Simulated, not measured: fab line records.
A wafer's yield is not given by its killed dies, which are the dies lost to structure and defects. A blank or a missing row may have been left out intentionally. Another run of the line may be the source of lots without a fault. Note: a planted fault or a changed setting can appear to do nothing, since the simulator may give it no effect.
Matching of chambers | flow n5_finfet | N5_STI_FIN_REVEAL_ETCHBACK_08 on rie_diel-01 has 4 sister chambers
The step etches SiO2 in C4F6/O2, target depth 30.5 nm, time 10.167 s. 14 wafers are shown with their chamber, then 7 later ones without.

## WAFERS, EACH WITH ITS CHAMBER
wafer  | chamber | drypump_motor_current_A (A) | rf_vpp_V (V) | throttle_valve_pct (%)
L075.1 | 2       | 5.3                         | 663          | 21.31
L075.4 | 1       | 5.1                         | 667          | 21.43
L075.5 | 1       | 5.1                         | 668          | 21.43
L078.1 | 0       | 5.7                         | 667          | 20.97
L078.4 | 0       | 5.7                         | 669          | 20.98
L078.6 | 3       | 6.3                         | 659          | 21.52
L083.1 | 0       | 5.8                         | 669          | 20.98
L083.4 | 1       | 5.1                         | 678          | 21.08
L083.6 | 0       | 5.8                         | 670          | 21.00
L093.2 | 0       | 5.8                         | 667          | 21.02
L093.3 | 3       | 6.3                         | 659          | 21.22
L093.4 | 1       | 5.1                         | 678          | 21.12
L094.2 | 2       | 5.3                         | 670          | 21.02
L094.4 | 1       | 5.1                         | 676          | 21.12

SIGNATURES (means of the wafers above)
reading                 | chamber 0 | chamber 1 | chamber 2 | chamber 3 | scatter within a chamber
drypump_motor_current_A | 5.760     | 5.100     | 5.300     | 6.300     | 0.0346
rf_vpp_V                | 668.40    | 673.40    | 666.50    | 659.00    | 3.88
throttle_valve_pct      | 20.9900   | 21.2360   | 21.1650   | 21.3700   | 0.147
Rule: distance of a wafer from a chamber = root of the sum over the readings of ((wafer's reading minus chamber's mean) / reading's scatter) squared. The wafer belongs to the nearest chamber; if the next one is less than 2 further off, it can't be placed. The scatter: take each reading less its chamber's mean, square it, sum over the shown wafers, divide by the number of wafers less the number of chambers, and take the root.

## WAFERS WITHOUT THEIR CHAMBER
wafer  | drypump_motor_current_A (A) | rf_vpp_V (V) | throttle_valve_pct (%)
L094.5 | 5.8                         | 666          | 21.00
L096.2 | 6.3                         | 658          | 21.20
L096.4 | 5.3                         | 672          | 21.05
L096.6 | 5.3                         | 672          | 21.06
L097.1 | 5.1                         | 678          | 21.12
L097.2 | 6.3                         | 658          | 21.21
L097.5 | 5.1                         | 678          | 21.12

## CHAMBER TAKEN BY EACH
wafer  | from the rows above | in truth
L094.5 | 0                   | 0
L096.2 | 3                   | 3
L096.4 | 2                   | 2
L096.6 | 2                   | 2
L097.1 | 1                   | 1
L097.2 | 3                   | 3
L097.5 | 1                   | 1
Correctly placed: 7 of 7. From these rows, 0 cannot be placed. 0 placed wrongly.
